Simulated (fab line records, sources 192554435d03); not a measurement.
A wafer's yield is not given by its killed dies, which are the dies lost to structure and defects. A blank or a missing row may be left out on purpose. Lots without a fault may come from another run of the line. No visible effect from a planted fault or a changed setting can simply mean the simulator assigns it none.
2 desks, one fault ; flow n5-finfet ; each desk holds nothing but its own numbers, with what lay behind them at the end

## AT THE TOOL OWNER'S DESK: litho-track-01
The tool's own readings at N5_BEOL_M1_COAT_05 (resist thk 30 nm): means of the sampled wafers that have a number, for each lot that ran on this tool. Any lot whose mean is over 4 standard deviations away from the usual mean is out of limits and marked OUT; that distance is given in the brackets.
Columns: A = chill-plate-temp-C at N5_BEOL_M1_COAT_05, usual 23.00 C; B = spin-speed-rpm at N5_BEOL_M1_COAT_05, usual 1500.1 rpm
lot;first seen here;A;B
L676;day 6 01:01;22.88;1501.3
L682;day 7 11:56;23.04;1499.3
L684;day 8 08:37;23.02;1449.7 (-50) OUT
L687;day 8 22:32;22.96;1448.9 (-51) OUT
L689;day 9 04:40;22.97;1449.3 (-51) OUT
L699;day 12 01:35;23.04;1500.3
This desk's finding: out of limits on L684, L687, L689; first on L684, day 8 08:37 (spin-speed-rpm at N5_BEOL_M1_COAT_05). L676, L682, L699: within limits.

## AT THE METROLOGY DESK
What the gauges read, lot by lot, whatever tool the lot ran on: means of the sampled wafers that have a number. Any lot whose mean is over 4 standard deviations away from the usual mean is out of limits and marked OUT; that distance is given in the brackets. Shown here are 7 of its 11 readings, the ones lying furthest out on some lot.
Columns: A = M0_RS at N5_BEOL_M0_RS_MEAS_126, usual 0.535 ohm/sq; B = DIBL_P at N5_BEOL_M4_RC_MEAS_101, usual 35.3 mV/V; C = ION_N at N5_BEOL_M4_RC_MEAS_101, usual 676 uA/um; D = ION_P at N5_BEOL_M4_RC_MEAS_101, usual 463 uA/um; E = SS_P at N5_BEOL_M4_RC_MEAS_101, usual 73.0 mV/dec; F = VT_N at N5_BEOL_M4_RC_MEAS_101, usual 250 mV; G = VT_P at N5_BEOL_M4_RC_MEAS_101, usual -249.8 mV
lot;first seen here;A;B;C;D;E;F;G
L676;day 5 22:36;0.529;39.3;697;478;72.9;242;-246.0
L677;day 6 08:16;0.538;34.1;680;464;72.9;252;-249.9
L679;day 6 20:54;0.535;36.9;670;457;73.2;248;-248.7
L682;day 7 10:01;0.498;38.0;666;457;73.2;250;-249.2
L684;day 8 07:54;0.513;35.2;677;463;72.8;251;-251.5
L687;day 8 21:43;0.535;37.0;684;470;73.1;250;-247.6
L689;day 9 02:25;0.541;36.7;692;471;74.1;246;-248.2
L696;day 11 02:13;0.538;32.5;663;461;72.7;255;-250.6
L698;day 11 14:11;0.550;32.7;670;464;72.3;251;-251.2
L699;day 12 00:14;0.532;34.3;656;448;72.5;251;-251.2
This desk's finding: nothing out of limits on any of the 10 lots.

## ALL TOGETHER
The tool owner's desk had the chance to raise an alarm at day 8 08:37 on L684, L687, L689.
Nothing out of limits was seen by the metrology desk.
The metrology desk has L684, L687, L689 on record, within its limits.
N5_BEOL_M1_COAT_05 was run on litho-track-01 by each of the lots named.

## WHAT THE SIMULATOR HAD PUT IN
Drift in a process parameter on litho-track-01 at N5_BEOL_M1_COAT_05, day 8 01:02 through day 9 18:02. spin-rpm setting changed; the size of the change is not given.
Shown lots that were struck: L684, L687, L689.
Delay in hours, fault start to first out-of-limits reading, by desk: the tool owner's desk at 8.
